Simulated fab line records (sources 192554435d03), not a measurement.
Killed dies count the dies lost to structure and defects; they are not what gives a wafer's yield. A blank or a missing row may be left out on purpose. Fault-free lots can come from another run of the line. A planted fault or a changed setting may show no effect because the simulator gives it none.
Matching of chambers + flow n5-finfet + 4 sister chambers for N5_BEOL_M13_ETCH_67 on rie-diel-05
The step etches SiARC in CF4, target depth 143 nm, time 238.3 s. 8 wafers are shown with their chamber, then 7 later ones without.

## WAFERS WITH THEIR CHAMBER
| wafer  | chamber | showerhead-plenum-p-Torr (Torr) | throttle-valve-pct (%) |
|--------|---------|---------------------------------|------------------------|
| L075.6 | 1       | 2.03                            | 16.11                  |
| L079.6 | 3       | 2.23                            | 16.08                  |
| L083.1 | 1       | 2.03                            | 16.12                  |
| L083.4 | 2       | 1.96                            | 15.34                  |
| L086.4 | 0       | 2.09                            | 15.30                  |
| L086.6 | 2       | 1.96                            | 15.35                  |
| L090.2 | 0       | 2.08                            | 15.33                  |
| L090.3 | 3       | 2.23                            | 16.10                  |

## WAFERS WITH NO CHAMBER GIVEN
| wafer  | showerhead-plenum-p-Torr (Torr) | throttle-valve-pct (%) |
|--------|---------------------------------|------------------------|
| L090.6 | 2.08                            | 15.33                  |
| L095.1 | 2.22                            | 16.10                  |
| L095.3 | 2.28                            | 15.61                  |
| L095.6 | 1.95                            | 15.40                  |
| L096.2 | 2.27                            | 15.62                  |
| L096.3 | 1.95                            | 15.42                  |
| L096.5 | 1.95                            | 15.41                  |

## WHICH CHAMBER EACH WENT THROUGH
| wafer  | from the rows above | in truth                   |
|--------|---------------------|----------------------------|
| L090.6 | 0                   | 0                          |
| L095.1 | 3                   | 3                          |
| L095.3 | 3                   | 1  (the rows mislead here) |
| L095.6 | 2                   | 2                          |
| L096.2 | 3                   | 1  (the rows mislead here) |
| L096.3 | 2                   | 2                          |
| L096.5 | 2                   | 2                          |
Correct placement for 5 of the 7. Number that these rows cannot place: 0. Wrongly placed: 2.
How it was worked out, from the rows above alone: a wafer's distance from a chamber is the root of the sum, over the readings, of the square of ((its reading less the chamber's mean) divided by the reading's scatter). The wafer belongs to the nearest chamber; if the next one is less than 2 further off, it can't be placed. Each chamber's mean is taken over the wafers shown for it. How the scatter is found: for the shown wafers, subtract from each reading the mean of its chamber, square and add these, divide the total by (wafers less chambers), then take the root.
